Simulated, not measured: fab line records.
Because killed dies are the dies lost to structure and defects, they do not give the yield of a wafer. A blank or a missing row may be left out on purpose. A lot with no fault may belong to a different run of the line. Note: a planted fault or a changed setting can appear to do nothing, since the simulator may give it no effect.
Split-lot trial || flow n5Finfet || route with 1938 steps; 7 lots, 39 wafers read

## ABOUT THE SPLIT
At N5_BEOL_M10_ILD_DEP_00 (deposits SiCOH lowk from DEMS/porogen, target thk 308.51 nm, time 58 s), the setting targetThkA was moved away from the recipe's 3085.1 angstrom on 15 of the 39 wafers read, by +17.3% to +56.8%. This setting was run at the recipe's value on the other wafers.

## FROM SPLIT TO READING: 1 step shown by the file between the two
- N5_BEOL_M10_CURE_71: cures SiCOH lowk, time 240 s

## THE READING
M10_ILD_THK (nm), taken at N5_BEOL_M10_THK_MEAS_01. Typical for fault-free wafers on this fab line: 269 nm, with standard deviation 3.7 nm.

{"wafer": "L076.1", "tool, chamber at the split": "pecvd-01, 2", "targetThkA as run, angstrom": 3085.1, "against the recipe": "recipe", "M10_ILD_THK, nm": 265, "against lot-mates on the recipe": "-"}
{"wafer": "L076.4", "tool, chamber at the split": "pecvd-01, 2", "targetThkA as run, angstrom": 3085.1, "against the recipe": "recipe", "M10_ILD_THK, nm": 266, "against lot-mates on the recipe": "-"}
{"wafer": "L076.6", "tool, chamber at the split": "pecvd-01, 1", "targetThkA as run, angstrom": 3085.1, "against the recipe": "recipe", "M10_ILD_THK, nm": 268, "against lot-mates on the recipe": "-"}
{"wafer": "L078.1", "tool, chamber at the split": "pecvd-04, 0", "targetThkA as run, angstrom": 3085.1, "against the recipe": "recipe", "M10_ILD_THK, nm": 271, "against lot-mates on the recipe": "-"}
{"wafer": "L078.2", "tool, chamber at the split": "pecvd-04, 2", "targetThkA as run, angstrom": 3619, "against the recipe": "+17.3%", "M10_ILD_THK, nm": 313, "against lot-mates on the recipe": "+42"}
{"wafer": "L078.3", "tool, chamber at the split": "pecvd-04, 0", "targetThkA as run, angstrom": 3085.1, "against the recipe": "recipe", "M10_ILD_THK, nm": 271, "against lot-mates on the recipe": "-"}
{"wafer": "L078.4", "tool, chamber at the split": "pecvd-04, 2", "targetThkA as run, angstrom": 3619, "against the recipe": "+17.3%", "M10_ILD_THK, nm": 321, "against lot-mates on the recipe": "+50"}
{"wafer": "L078.5", "tool, chamber at the split": "pecvd-04, 2", "targetThkA as run, angstrom": 3085.1, "against the recipe": "recipe", "M10_ILD_THK, nm": 272, "against lot-mates on the recipe": "-"}
{"wafer": "L078.6", "tool, chamber at the split": "pecvd-04, 0", "targetThkA as run, angstrom": 3619, "against the recipe": "+17.3%", "M10_ILD_THK, nm": 318, "against lot-mates on the recipe": "+47"}
{"wafer": "L082.1", "tool, chamber at the split": "pecvd-03, 2", "targetThkA as run, angstrom": 3651, "against the recipe": "+18.3%", "M10_ILD_THK, nm": 316, "against lot-mates on the recipe": "+48"}
{"wafer": "L082.2", "tool, chamber at the split": "pecvd-03, 0", "targetThkA as run, angstrom": 3085.1, "against the recipe": "recipe", "M10_ILD_THK, nm": 267, "against lot-mates on the recipe": "-"}
{"wafer": "L082.3", "tool, chamber at the split": "pecvd-03, 1", "targetThkA as run, angstrom": 3651, "against the recipe": "+18.3%", "M10_ILD_THK, nm": 321, "against lot-mates on the recipe": "+53"}
{"wafer": "L082.4", "tool, chamber at the split": "pecvd-03, 0", "targetThkA as run, angstrom": 3651, "against the recipe": "+18.3%", "M10_ILD_THK, nm": 317, "against lot-mates on the recipe": "+49"}
{"wafer": "L082.5", "tool, chamber at the split": "pecvd-03, 2", "targetThkA as run, angstrom": 3085.1, "against the recipe": "recipe", "M10_ILD_THK, nm": 263, "against lot-mates on the recipe": "-"}
{"wafer": "L082.6", "tool, chamber at the split": "pecvd-03, 1", "targetThkA as run, angstrom": 3085.1, "against the recipe": "recipe", "M10_ILD_THK, nm": 273, "against lot-mates on the recipe": "-"}
{"wafer": "L089.1", "tool, chamber at the split": "pecvd-04, 1", "targetThkA as run, angstrom": 3085.1, "against the recipe": "recipe", "M10_ILD_THK, nm": 269, "against lot-mates on the recipe": "-"}
{"wafer": "L089.2", "tool, chamber at the split": "pecvd-04, 2", "targetThkA as run, angstrom": 4378, "against the recipe": "+41.9%", "M10_ILD_THK, nm": 382, "against lot-mates on the recipe": "+110"}
{"wafer": "L089.3", "tool, chamber at the split": "pecvd-04, 0", "targetThkA as run, angstrom": 4378, "against the recipe": "+41.9%", "M10_ILD_THK, nm": 381, "against lot-mates on the recipe": "+109"}
{"wafer": "L089.4", "tool, chamber at the split": "pecvd-04, 2", "targetThkA as run, angstrom": 3085.1, "against the recipe": "recipe", "M10_ILD_THK, nm": 276, "against lot-mates on the recipe": "-"}
{"wafer": "L089.5", "tool, chamber at the split": "pecvd-04, 1", "targetThkA as run, angstrom": 4378, "against the recipe": "+41.9%", "M10_ILD_THK, nm": 392, "against lot-mates on the recipe": "+120"}
{"wafer": "L089.6", "tool, chamber at the split": "pecvd-04, 0", "targetThkA as run, angstrom": 3085.1, "against the recipe": "recipe", "M10_ILD_THK, nm": 270, "against lot-mates on the recipe": "-"}
{"wafer": "L094.1", "tool, chamber at the split": "pecvd-04, 0,1", "targetThkA as run, angstrom": 3085.1, "against the recipe": "recipe", "M10_ILD_THK, nm": 271, "against lot-mates on the recipe": "-"}
{"wafer": "L094.2", "tool, chamber at the split": "pecvd-04, 1", "targetThkA as run, angstrom": 3085.1, "against the recipe": "recipe", "M10_ILD_THK, nm": 267, "against lot-mates on the recipe": "-"}
{"wafer": "L094.3", "tool, chamber at the split": "pecvd-04, 2", "targetThkA as run, angstrom": 3085.1, "against the recipe": "recipe", "M10_ILD_THK, nm": 270, "against lot-mates on the recipe": "-"}
{"wafer": "L094.4", "tool, chamber at the split": "pecvd-04, 0", "targetThkA as run, angstrom": 3085.1, "against the recipe": "recipe", "M10_ILD_THK, nm": 271, "against lot-mates on the recipe": "-"}
{"wafer": "L094.5", "tool, chamber at the split": "pecvd-04, 0,1", "targetThkA as run, angstrom": 3085.1, "against the recipe": "recipe", "M10_ILD_THK, nm": 270, "against lot-mates on the recipe": "-"}
{"wafer": "L094.6", "tool, chamber at the split": "pecvd-04, 2", "targetThkA as run, angstrom": 3085.1, "against the recipe": "recipe", "M10_ILD_THK, nm": 274, "against lot-mates on the recipe": "-"}
{"wafer": "L095.1", "tool, chamber at the split": "pecvd-01, 2", "targetThkA as run, angstrom": 4836, "against the recipe": "+56.8%", "M10_ILD_THK, nm": 421, "against lot-mates on the recipe": "+151"}
{"wafer": "L095.2", "tool, chamber at the split": "pecvd-01, 1", "targetThkA as run, angstrom": 4836, "against the recipe": "+56.8%", "M10_ILD_THK, nm": 426, "against lot-mates on the recipe": "+156"}
{"wafer": "L095.3", "tool, chamber at the split": "pecvd-01, 0", "targetThkA as run, angstrom": 3085.1, "against the recipe": "recipe", "M10_ILD_THK, nm": 265, "against lot-mates on the recipe": "-"}
{"wafer": "L095.4", "tool, chamber at the split": "pecvd-01, 1", "targetThkA as run, angstrom": 3085.1, "against the recipe": "recipe", "M10_ILD_THK, nm": 272, "against lot-mates on the recipe": "-"}
{"wafer": "L095.5", "tool, chamber at the split": "pecvd-01, 0", "targetThkA as run, angstrom": 4836, "against the recipe": "+56.8%", "M10_ILD_THK, nm": 428, "against lot-mates on the recipe": "+158"}
{"wafer": "L095.6", "tool, chamber at the split": "pecvd-01, 2", "targetThkA as run, angstrom": 3085.1, "against the recipe": "recipe", "M10_ILD_THK, nm": 272, "against lot-mates on the recipe": "-"}
{"wafer": "L097.1", "tool, chamber at the split": "pecvd-03, 2", "targetThkA as run, angstrom": 3085.1, "against the recipe": "recipe", "M10_ILD_THK, nm": 258, "against lot-mates on the recipe": "-"}
{"wafer": "L097.2", "tool, chamber at the split": "pecvd-03, 0", "targetThkA as run, angstrom": 3085.1, "against the recipe": "recipe", "M10_ILD_THK, nm": 262, "against lot-mates on the recipe": "-"}
{"wafer": "L097.3", "tool, chamber at the split": "pecvd-03, 1", "targetThkA as run, angstrom": 3893, "against the recipe": "+26.2%", "M10_ILD_THK, nm": 337, "against lot-mates on the recipe": "+74"}
{"wafer": "L097.4", "tool, chamber at the split": "pecvd-03, 0", "targetThkA as run, angstrom": 3893, "against the recipe": "+26.2%", "M10_ILD_THK, nm": 335, "against lot-mates on the recipe": "+72"}
{"wafer": "L097.5", "tool, chamber at the split": "pecvd-03, 1", "targetThkA as run, angstrom": 3085.1, "against the recipe": "recipe", "M10_ILD_THK, nm": 268, "against lot-mates on the recipe": "-"}
{"wafer": "L097.6", "tool, chamber at the split": "pecvd-03, 2", "targetThkA as run, angstrom": 3893, "against the recipe": "+26.2%", "M10_ILD_THK, nm": 341, "against lot-mates on the recipe": "+78"}
When a row names more than one chamber, that row covers several wafers, and the file does not tell which wafer ran in which chamber.

FIT RESULTS
A straight line over all 39 wafers: M10_ILD_THK changes by +2.75 nm for each +1% of targetThkA; r = +1.00; the points scatter about the line by 4 nm.
The same after taking each lot's own level away (the mean of its wafers on the recipe; 39 wafers): +2.74 nm for each +1%; r = +1.00; scatter 3.3 nm.
According to that fit, moving targetThkA by its largest amount changes the reading by 1.6e+02 nm.
The lots' own levels span 262.7 to 271.7 nm, that is 2.4 times the standard deviation above.
So the lot-to-lot level changes the slope little: the two slopes agree.
Check: with one of the wafers moved furthest among these (+56.8%) left out of the fit, the line predicts +156 nm for it against its lot-mates. It came out at +151 nm against them.

## ADDITIONAL SPLITS CARRIED BY THESE WAFERS
Other splits were also applied to these wafers ahead of the reading. Each is held against what the fit with the lots' levels taken away leaves over:
{"other split on the same wafers": "N5_BEOL_M6_ILD_DEP_00 timeS", "wafers away from the commonest value": 9, "r with M10_ILD_THK (lot level and that fit taken away)": "+0.10"}
{"other split on the same wafers": "N5_BEOL_M8_ILD_DEP_00 targetThkA", "wafers away from the commonest value": 12, "r with M10_ILD_THK (lot level and that fit taken away)": "+0.03"}

## THE WHOLE CHAIN: every reading that the file lists as answering this split, in the file's order
{"step": "N5_BEOL_M10_ILD_DEP_00", "what it does": "deposits SiCOH lowk from DEMS/porogen, target thk 308.51 nm, time 58 s", "reading": "SiCOH_lowk_of_BEOL_M10_ILD_DEP_00.thkNm (the simulator's own value, which no gauge read)", "change (the file's fit)": "+3.07 nm for each +1% of the setting", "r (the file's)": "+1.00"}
{"step": "N5_BEOL_M10_CURE_71", "what it does": "cures SiCOH lowk, time 240 s", "reading": "SiCOH_lowk_of_BEOL_M10_ILD_DEP_00.thkNm (the simulator's own value, which no gauge read)", "change (the file's fit)": "+2.74 nm for each +1% of the setting", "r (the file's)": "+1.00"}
{"step": "N5_BEOL_M10_THK_MEAS_01", "what it does": "", "reading": "M10_ILD_THK", "change (the file's fit)": "+2.74 for each +1% of the setting", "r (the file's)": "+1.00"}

## FILE'S OWN FIT
M10_ILD_THK changes by +2.74 nm for each +1% of targetThkA, r = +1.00.
